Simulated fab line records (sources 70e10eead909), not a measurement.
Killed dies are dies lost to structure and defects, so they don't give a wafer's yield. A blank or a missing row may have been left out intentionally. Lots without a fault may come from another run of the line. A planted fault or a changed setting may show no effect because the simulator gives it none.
Which tool was responsible? | flow nand-harc | 33 wafers from 11 lots sampled at 6 of the route's 1302 steps

## WHAT THE GAUGES READ, wafer by wafer
NHARC_THIN_TSV_THK_MEAS_02: measures by ir. Usual: thk-nm reads 3038 nm (standard deviation 200).
lot  | measured     | on            | thk-nm (nm)    | flag
L307 | day 25 23:31 | film-metro-01 | 2792 3088 2702 |
L308 | day 26 00:42 | film-metro-02 | 3038 3071 2838 |
L311 | day 27 22:40 | film-metro-01 | 3275 2801 2738 |
L312 | day 27 23:50 | film-metro-02 | 2910 2970 3055 |
L313 | day 28 10:20 | film-metro-02 | 2889 3289 3077 |
L314 | day 28 20:38 | film-metro-01 | 3116 3445 2900 |
L316 | day 29 04:31 | film-metro-01 | 3118 3196 3448 |
L317 | day 30 03:49 | film-metro-02 | 3035 3216 3194 |
L323 | day 32 10:26 | film-metro-02 | 3056 3062 3186 |
L322 | day 32 16:59 | film-metro-02 | 3172 3298 3164 |
L326 | day 33 20:29 | film-metro-02 | 2611 2685 3135 |

NHARC_END_SORT_01. Usual: value, then standard deviation, for each; defect-limited-yield 89.9 % / 2.7; killed-at-array 64 / 18; killed-at-other 0.8 / 1.1; killed-at-periphery 3.8 / 2.7; killed-dies 68 / 18; killed-open 3.3 / 1.9; killed-short 2.3 / 1.8.
lot  | measured     | on        | defect-limited-yield (%) | killed-at-array | killed-at-other | killed-at-periphery | killed-dies | killed-open | killed-short | flag
L311 | day 28 17:43 | prober-02 | 89.4 87.7 88.5           | 71 82 72        | 0 1 1           | 1 0 5               | 72 83 78    | 3 3 4       | 1 3 2        |
L312 | day 28 15:25 | prober-01 | 86.1 87.7 86.6           | 88 79 84        | 0 0 1           | 6 4 6               | 94 83 91    | 4 2 7       | 3 3 0        |
L313 | day 29 03:22 | prober-01 | 89.5 91.6 91.1           | 71 53 56        | 0 0 0           | 0 4 4               | 71 57 60    | 3 3 3       | 3 0 1        |
L316 | day 30 10:59 | prober-01 | 39.1 41.4 38.3           | 408 394 417     | 0 0 0           | 4 3 1               | 412 397 418 | 1 1 2       | 5 1 2        | OFF
L317 | day 31 00:38 | prober-01 | 36.6 37.7 38.8           | 426 422 413     | 1 0 1           | 2 0 0               | 429 422 414 | 1 3 1       | 2 0 3        | OFF

## WHICH TOOL RAN EACH LOT (tool, then ch and the chambers of the sampled wafers, then the start)
lot  | NHARC_A_M1_ECD_22              | NHARC_A_BONDPAD_ETCH_12                       | NHARC_A_BONDPAD_ETCH_24                       | NHARC_HYBRID_BOND_ACTIVATE_00
L307 | ecd-cu-02 ch 0,1, day 25 03:38 | rie-diel-05 ch 1,2,3, day 25 09:30 or earlier | rie-diel-08 ch 0,1,3, day 25 09:30 or earlier | rie-diel-10 ch 0,1,2, day 25 09:30
L308 | ecd-cu-01 ch 0,1, day 25 06:16 | rie-diel-08 ch 2,3, day 25 12:04 or earlier   | rie-diel-08 ch 0,1,2, day 25 12:04 or earlier | rie-diel-10 ch 0,3, day 25 12:04
L311 | ecd-cu-02 ch 0,1, day 27 05:44 | rie-diel-05 ch 2,3, day 27 11:36 or earlier   | rie-diel-02 ch 2,3, day 27 11:36 or earlier   | rie-diel-10 ch 1,2,3, day 27 11:36
L312 | ecd-cu-01 ch 0,1, day 27 06:31 | rie-diel-02 ch 0,2,3, day 27 10:27 or earlier | rie-diel-05 ch 1,2, day 27 10:27              | rie-diel-10 ch 1,2,3, day 27 12:32
L313 | ecd-cu-01 ch 0,1, day 27 17:19 | rie-diel-05 ch 1,2,3, day 27 23:11 or earlier | rie-diel-05 ch 0,1, day 27 23:11 or earlier   | rie-diel-11 ch 0,1,3, day 27 23:11
L314 | ecd-cu-02 ch 0,1, day 28 03:36 | rie-diel-05 ch 0,1,3, day 28 09:29 or earlier | rie-diel-05 ch 0,2,3, day 28 09:29 or earlier | rie-diel-03 ch 1,2,3, day 28 09:29
L316 | ecd-cu-01 ch 0,1, day 28 04:24 | rie-diel-05 ch 0,1, day 28 14:37 or earlier   | rie-diel-08 ch 1,2,3, day 28 14:37 or earlier | rie-diel-10 ch 1,2,3, day 28 14:37
L317 | ecd-cu-01 ch 0,1, day 29 09:00 | rie-diel-05 ch 0,1,2, day 29 16:10 or earlier | rie-diel-05 ch 0,3, day 29 16:10 or earlier   | rie-diel-10 ch 1,2, day 29 16:10
L323 | ecd-cu-02 ch 0,1, day 31 13:19 | rie-diel-08 ch 0,3, day 31 19:13 or earlier   | rie-diel-08 ch 0,3, day 31 19:13 or earlier   | rie-diel-10 ch 0,1,3, day 31 19:13
L322 | ecd-cu-01 ch 0,1, day 31 23:17 | rie-diel-05 ch 0,1,2, day 32 05:22 or earlier | rie-diel-05 ch 0,1,3, day 32 05:22 or earlier | rie-diel-11 ch 0,1,3, day 32 05:22
L326 | ecd-cu-01 ch 0,1, day 33 03:21 | rie-diel-05 ch 0,1,3, day 33 09:23 or earlier | rie-diel-05 ch 1,2,3, day 33 09:23 or earlier | rie-diel-11 ch 0,1,3, day 33 09:23
- NHARC_A_M1_ECD_22: material Cu, target thk 400 nm.
- NHARC_A_BONDPAD_ETCH_12: etches the open film in CHF3/O2, target depth 220 nm, time 110 s.
- NHARC_A_BONDPAD_ETCH_24: etches the open film in CF4/N2, target depth 30 nm, time 72.99 s.
- NHARC_HYBRID_BOND_ACTIVATE_00: chemistry N2, time 60 s.

## WHAT THE TOOLS THEMSELVES READ (means of the sampled wafers that have a number; where no wafer has one, the mark that the record gives instead)
NHARC_A_BONDPAD_ETCH_12. Usual: value, then standard deviation, for each; bias-w 200.0 W / 0.56; chf3-flow-sccm 49.99 sccm / 0.14; drypump-motor-current-A 5.6 A / 0.33; oes-product-au 0.952 a.u. / 0.025; rf-vpp-V 371.7 V / 2; showerhead-plenum-p-Torr 2.45 Torr / 0.09; throttle-valve-pct 20.572 % / 0.0096.
lot  | tool        | bias-w (W) | chf3-flow-sccm (sccm) | drypump-motor-current-A (A) | oes-product-au (a.u.) | rf-vpp-V (V) | showerhead-plenum-p-Torr (Torr) | throttle-valve-pct (%) | flag
L307 | rie-diel-05 | 199.4      | 50.12                 | 5.5                         | 0.965                 | 371.3        | 2.48                            | 20.579                 |
L308 | rie-diel-08 | 200.3      | 50.09                 | 6.1                         | 0.928                 | 369.1        | 2.32                            | 20.571                 |
L311 | rie-diel-05 | 200.7      | 50.07                 | 5.7                         | 0.969                 | 372.3        | 2.44                            | 20.573                 |
L312 | rie-diel-02 | 200.1      | 49.86                 | 5.1                         | 0.922                 | 369.7        | 2.35                            | 20.577                 |
L313 | rie-diel-05 | 200.0      | 49.98                 | 5.5                         | 0.958                 | 372.1        | 2.48                            | 20.571                 |
L314 | rie-diel-05 | 200.5      | 50.02                 | 5.6                         | 0.926                 | 372.1        | 2.45                            | 20.577                 |
L316 | rie-diel-05 | 200.1      | 50.04                 | 5.4                         | 0.981                 | 373.1        | 2.49                            | 20.578                 |
L317 | rie-diel-05 | 200.3      | 49.98                 | 5.4                         | 0.942                 | 373.6        | 2.52                            | 20.569                 |
L323 | rie-diel-08 | 199.1      | 49.87                 | 6.1                         | 0.977                 | 368.5        | 2.31                            | 20.577                 |
L322 | rie-diel-05 | 200.3      | 50.04                 | 5.4                         | 0.964                 | 373.0        | 2.51                            | 20.577                 |
L326 | rie-diel-05 | 200.0      | 49.95                 | 5.6                         | 0.973                 | 371.3        | 2.45                            | 20.568                 |

NHARC_A_BONDPAD_ETCH_24. Usual: value, then standard deviation, for each; bias-w 100.00 W / 0.3; drypump-motor-current-A 5.6 A / 0.34; n2-flow-sccm 100.0 sccm / 0.33; oes-product-au 1.000 a.u. / 0.0093; rf-vpp-V 314.7 V / 1.7; showerhead-plenum-p-Torr 2.66 Torr / 0.099; throttle-valve-pct 19.796 % / 0.0099.
lot  | tool        | bias-w (W) | drypump-motor-current-A (A) | n2-flow-sccm (sccm) | oes-product-au (a.u.) | rf-vpp-V (V) | showerhead-plenum-p-Torr (Torr) | throttle-valve-pct (%) | flag
L307 | rie-diel-08 | 100.07     | 6.0                         | 100.3               | 0.998                 | 313.5        | 2.54                            | 19.794                 |
L308 | rie-diel-08 | 100.10     | 5.9                         | 99.4                | 0.992                 | 313.5        | 2.56                            | 19.793                 |
L311 | rie-diel-02 | 100.01     | 5.0                         | 100.1               | 0.999                 | 313.5        | 2.56                            | 19.795                 |
L312 | rie-diel-05 | 99.90      | 5.3                         | 99.9                | 1.001                 | 316.2        | 2.74                            | 19.801                 |
L313 | rie-diel-05 | 100.23     | 5.3                         | 100.0               | 1.005                 | 316.5        | 2.72                            | 19.784                 |
L314 | rie-diel-05 | 100.02     | 5.6                         | 99.9                | 1.002                 | 315.9        | 2.71                            | 19.796                 |
L316 | rie-diel-08 | 99.90      | 6.0                         | 100.0               | 0.989                 | 313.0        | 2.54                            | 19.802                 |
L317 | rie-diel-05 | 99.84      | 5.7                         | 100.2               | 1.010                 | 314.8        | 2.69                            | 19.793                 |
L323 | rie-diel-08 | 100.03     | 6.0                         | 99.9                | 1.004                 | 312.7        | 2.53                            | 19.805                 |
L322 | rie-diel-05 | 100.06     | 5.6                         | 100.1               | 0.999                 | 315.4        | 2.68                            | 19.793                 |
L326 | rie-diel-05 | 99.91      | 5.5                         | 100.1               | 1.006                 | 315.2        | 2.70                            | 19.794                 |

NHARC_HYBRID_BOND_ACTIVATE_00. Usual: drypump-motor-current-A 5.6 A, standard deviation 0.41; n2-flow-sccm 200.0 sccm, standard deviation 0.58; oes-product-au 0.999 a.u., standard deviation 0.01; rf-vpp-V 63.9 V, standard deviation 0.96; showerhead-plenum-p-Torr 1.75 Torr, standard deviation 0.073.
lot  | tool        | drypump-motor-current-A (A) | n2-flow-sccm (sccm) | oes-product-au (a.u.) | rf-vpp-V (V) | showerhead-plenum-p-Torr (Torr) | flag
L307 | rie-diel-10 | 5.4                         | 199.7               | 0.993                 | 63.8         | 1.77                            |
L308 | rie-diel-10 | 5.9                         | 199.9               | 1.004                 | 63.1         | 1.71                            |
L311 | rie-diel-10 | 5.4                         | 199.9               | 0.999                 | 63.7         | 1.76                            |
L312 | rie-diel-10 | 5.4                         | 199.6               | 0.990                 | 64.1         | 1.76                            |
L313 | rie-diel-11 | 5.9                         | 200.2               | 1.008                 | 63.4         | 1.76                            |
L314 | rie-diel-03 | 5.5                         | 199.8               | 0.991                 | 63.5         | 1.78                            |
L316 | rie-diel-10 | 5.4                         | 199.7               | 1.002                 | 63.7         | 1.76                            |
L317 | rie-diel-10 | 5.1                         | 200.3               | 0.997                 | 63.5         | 1.76                            |
L323 | rie-diel-10 | 5.7                         | 199.8               | 1.005                 | 64.3         | 1.71                            |
L322 | rie-diel-11 | 5.9                         | 200.6               | 1.007                 | 64.7         | 1.75                            |
L326 | rie-diel-11 | 5.9                         | 199.9               | 1.004                 | 64.4         | 1.75                            |

## THE ANSWER, worked out from the rows above alone
Rule: a lot is off if the mean of its wafers that have a number lies more than 3 standard deviations from the usual mean. Also off: a lot with no number at a reading for which 4 or more lots have one. The other lots that the step has rows for count as sound. Order of review: gauges by route order, followed by the tools' own readings, for which a lot's mean as printed above is used. The first step at which some lot is off is used, and at that step the reading that is off furthest; a lot without a number counts as furthest.
Off: L316, L317, at NHARC_END_SORT_01 (killed-at-array). Neither off nor sound, because the step has no rows for them: L307, L308, L314, L323, L322, L326.
If a tool, at a process step before that reading, ran all the lots that are off and no sound lot after the first of them, it fits. Gauges at NHARC_END_SORT_01: tried the same way as those tools. Because NHARC_A_BONDPAD_ETCH_12 lacks a start for some lots, the hours and order of its lots are taken from NHARC_HYBRID_BOND_ACTIVATE_00. Because NHARC_A_BONDPAD_ETCH_24 lacks a start for some lots, the hours and order of its lots are taken from NHARC_HYBRID_BOND_ACTIVATE_00. Can't be told from this: 4 tools fit, ecd-cu-01 at NHARC_A_M1_ECD_22, rie-diel-05 at NHARC_A_BONDPAD_ETCH_12, rie-diel-10 at NHARC_HYBRID_BOND_ACTIVATE_00, prober-01 at NHARC_END_SORT_01.

## WHAT THE SIMULATOR HAD INSERTED
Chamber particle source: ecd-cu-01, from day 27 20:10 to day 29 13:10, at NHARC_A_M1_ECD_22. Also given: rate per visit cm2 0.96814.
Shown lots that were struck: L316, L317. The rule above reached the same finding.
